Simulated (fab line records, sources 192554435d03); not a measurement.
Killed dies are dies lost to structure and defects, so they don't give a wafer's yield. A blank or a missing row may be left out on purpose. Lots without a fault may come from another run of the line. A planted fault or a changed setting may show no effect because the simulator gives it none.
Chamber matching | flow n5_finfet | N5_BEOL_M3_PRE_CLEAN_60 on cvd_co-02: 3 sister chambers
The step time 15 s. 16 wafers are shown with their chamber, then 8 later ones without.

WAFERS WITH THEIR CHAMBER
wafer  | chamber | heater_power_w (W)
L074.4 | 2       | 66
L074.5 | 0       | 112
L074.6 | 1       | 69
L080.1 | 0       | 111
L080.4 | 1       | 67
L080.6 | 0       | 114
L079.2 | 1       | 70
L079.4 | 1       | 70
L079.5 | 2       | 64
L082.2 | 1       | 66
L082.3 | 2       | 65
L082.6 | 1       | 68
L087.1 | 1       | 68
L087.2 | 2       | 67
L087.3 | 0       | 115
L089.1 | 2       | 67

SIGNATURES (means of the wafers above)
reading        | chamber 0 | chamber 1 | chamber 2 | scatter within a chamber
heater_power_w | 113.00    | 68.29     | 65.80     | 1.52
Rule: a wafer's distance from a chamber is the root of the sum, over the readings, of the square of ((its reading less the chamber's mean) divided by the reading's scatter). The wafer belongs to the nearest chamber; if the next one is less than 2 further off, it can't be placed. The scatter: the root of (the sum of the squares of (reading less its chamber's mean) over the shown wafers, divided by (wafers less chambers)).

WAFERS WITHOUT THEIR CHAMBER
wafer  | heater_power_w (W)
L089.3 | 68
L089.6 | 66
L097.2 | 117
L097.3 | 69
L097.6 | 67
L096.3 | 70
L096.4 | 66
L096.6 | 113

WHICH CHAMBER EACH WENT THROUGH
wafer  | from the rows above     | in truth
L089.3 | can't be placed: 1 or 2 | 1
L089.6 | can't be placed: 2 or 1 | 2
L097.2 | 0                       | 0
L097.3 | can't be placed: 1 or 2 | 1
L097.6 | can't be placed: 2 or 1 | 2
L096.3 | can't be placed: 1 or 2 | 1
L096.4 | can't be placed: 2 or 1 | 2
L096.6 | 0                       | 0
Placed correctly: 2 of 8. Can't be placed from these rows: 6 (the true chamber is among the candidates in 6). Placed wrongly: 0.
